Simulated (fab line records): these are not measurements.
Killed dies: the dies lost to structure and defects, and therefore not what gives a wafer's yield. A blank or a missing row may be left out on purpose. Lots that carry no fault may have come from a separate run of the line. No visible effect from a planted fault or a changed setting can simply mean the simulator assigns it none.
Chamber matching | flow n5 finfet | ald metal-03 running N5_BEOL_M8_ALD_77: 4 sister chambers
The step deposits TaN, target thk 2 nm, pulse time 2 s, purge time 3 s. 8 wafers are shown with their chamber, then 7 later ones without.

WAFERS, EACH WITH ITS CHAMBER
wafer  | chamber | heater power w (W)
L075.4 | 0       | 398
L079.5 | 0       | 401
L081.1 | 1       | 457
L081.3 | 3       | 451
L082.2 | 3       | 434
L082.6 | 2       | 450
L084.1 | 1       | 446
L084.2 | 2       | 446

WAFERS WITH NO CHAMBER GIVEN
wafer  | heater power w (W)
L084.5 | 440
L085.2 | 446
L085.5 | 465
L085.6 | 442
L097.1 | 466
L097.4 | 396
L097.6 | 451

EACH ONE'S CHAMBER
wafer  | from the rows above          | in truth
L084.5 | can't be placed: 3 or 2 or 1 | 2
L085.2 | can't be placed: 2 or 3 or 1 | 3
L085.5 | can't be placed: 1 or 2 or 3 | 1
L085.6 | can't be placed: 3 or 2 or 1 | 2
L097.1 | can't be placed: 1 or 2 or 3 | 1
L097.4 | 0                            | 0
L097.6 | can't be placed: 1 or 2 or 3 | 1
1 of 7 placed correctly. Can't be placed from these rows: 6 (the true chamber is among the candidates in 6). 0 placed wrongly.
How it was worked out, from the rows above alone: a wafer's distance from a chamber is the root of the sum, over the readings, of the square of ((its reading less the chamber's mean) divided by the reading's scatter). The wafer belongs to the nearest chamber; if the next one is less than 2 further off, it can't be placed. The mean given for a chamber averages the wafers shown for that chamber. The scatter: the root of (the sum of the squares of (reading less its chamber's mean) over the shown wafers, divided by (wafers less chambers)).
